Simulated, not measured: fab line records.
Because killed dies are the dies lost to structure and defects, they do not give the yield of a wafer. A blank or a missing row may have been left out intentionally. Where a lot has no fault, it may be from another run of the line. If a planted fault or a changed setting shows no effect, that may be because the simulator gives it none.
Struck lot and sound lot, side by side    flow nand harc    11 out of 1302 route steps
Sound: these wafers, L128.1, L128.2, L128.6. Struck: wafer L134.6 (L134.2, L134.3, from the same lot, were not struck and are left out); the cause is given at the end.
For every step that has rows: the tool of each side, followed by ch and its chambers, followed by its first start. Under that, the readings that differ: sound wafers    struck wafers    difference of the means    sigmas: that difference in standard deviations of wafers without a fault.
alike: readings whose means differ by less than 2 such deviations, and words and numbers that are the same on both sides. not compared: withheld readings, readings that some wafer has no value for, bounds like >300 that may hide the same value, and numbers for which the record gives no deviation and whose values overlap.
The two part at a step that has a row with sigmas, a row that says differs or no value, or rows on one side only. When numbers do not overlap yet have no deviation, they are printed without sigmas and do not part them. Lack of a reading on every wafer of one side parts them only where that side has two or more wafers.

NHARC_A_WL_FILL_INSPECT_15:
  sound on defect inspect-01 at day 25 05:48; struck on defect inspect-02 at day 28 02:28
  alike: raw defect count
NHARC_A_CONTACT_DEP_24: deposits SiO2, target thk 500 nm.
  sound on pecvd-02 ch 0,1,2, day 25 05:52; struck on pecvd-02 ch 0, day 28 02:44
  alike: heater power outer w, heater power w, throttle valve pct
  not compared: since wet clean h
NHARC_A_CONTACT_DEP_28: deposits aC, target thk 7000 nm.
  sound on acl dep-01 ch 0, day 25 07:59; struck on acl dep-02 ch 0, day 28 07:46
  alike: throttle valve pct
NHARC_A_CONTACT_DEP_29: deposits SiON, target thk 100 nm.
  sound on pecvd-03 ch 1,2, day 25 12:13; struck on pecvd-01 ch 0, day 28 08:29
  alike: heater power outer w, heater power w
  not compared: since wet clean h
then, 5 steps without rows for these wafers: NHARC_A_CONTACT_DEHYDRATE_32 (time 120 s); NHARC_A_CONTACT_HMDS_33 (time 30 s); NHARC_A_CONTACT_COAT_34 (time 75 s); NHARC_A_CONTACT_COAT_35 (time 65 s); NHARC_A_CONTACT_COAT_36 (resist thk 90 nm).
NHARC_A_CONTACT_SOFTBAKE_37: time 55 s.
  sound on litho track-06 ch 0, day 25 12:00; struck on litho track-04 ch 0, day 28 08:00
reading                   sound                 struck  difference  sigmas
heater power total W (W)  188.28 188.48 188.36  209.54  +21.17      +99 or more
  alike: chill plate temp C, resist line temp C
then, 1 step without rows for these wafers: NHARC_A_CONTACT_EBR_38.

WHERE THEY PART
At NHARC_A_CONTACT_SOFTBAKE_37 and nowhere else, as far as this record goes.

WHY: the cause the simulator had injected
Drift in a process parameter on litho track-04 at NHARC_A_CONTACT_SOFTBAKE_37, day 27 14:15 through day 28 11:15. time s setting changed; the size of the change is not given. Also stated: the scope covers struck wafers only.
